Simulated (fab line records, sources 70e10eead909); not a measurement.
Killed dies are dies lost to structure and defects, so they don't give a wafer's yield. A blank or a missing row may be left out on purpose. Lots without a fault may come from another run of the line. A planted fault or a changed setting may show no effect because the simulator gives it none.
Chamber matching | flow nand_harc | NHARC_A_STAIRCASE_ALD_420 on ald_hk-02: 4 sister chambers
The step deposits SiO2, target thk 20 nm, pulse time 6 s, ald cycles 200. 4 wafers are shown with their chamber, then 12 later ones without.

WAFERS WITH THEIR CHAMBER
wafer  | chamber | heater_power_w (W)
L081.1 | 0       | 399
L081.3 | 3       | 455
L082.3 | 1       | 435
L082.6 | 2       | 499

WAFERS WITHOUT THEIR CHAMBER
wafer  | heater_power_w (W)
L086.3 | 505
L086.4 | 403
L086.6 | 508
L091.2 | 447
L091.5 | 503
L091.6 | 454
L095.4 | 429
L095.5 | 449
L095.6 | 491
L096.1 | 375
L096.2 | 501
L096.4 | 454

WHICH CHAMBER EACH WENT THROUGH
wafer  | from the rows above     | in truth
L086.3 | 2                       | 2
L086.4 | 0                       | 0
L086.6 | 2                       | 2
L091.2 | can't be placed: 3 or 1 | 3
L091.5 | 2                       | 2
L091.6 | 3                       | 3
L095.4 | 1                       | 1
L095.5 | can't be placed: 3 or 1 | 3
L095.6 | 2                       | 2
L096.1 | 0                       | 0
L096.2 | 2                       | 2
L096.4 | 3                       | 3
Placed correctly: 10 of 12. Can't be placed from these rows: 2 (the true chamber is among the candidates in 2). Placed wrongly: 0.
How it was worked out, from the rows above alone: a wafer's distance from a chamber is the root of the sum, over the readings, of the square of ((its reading less the chamber's mean) divided by the reading's scatter). The wafer belongs to the nearest chamber; if the next one is less than 2 further off, it can't be placed. A chamber's mean is the mean of its shown wafers. The scatter: with one shown wafer a chamber, the root of the mean of the squares of how far each hidden wafer lies from its nearest shown one.
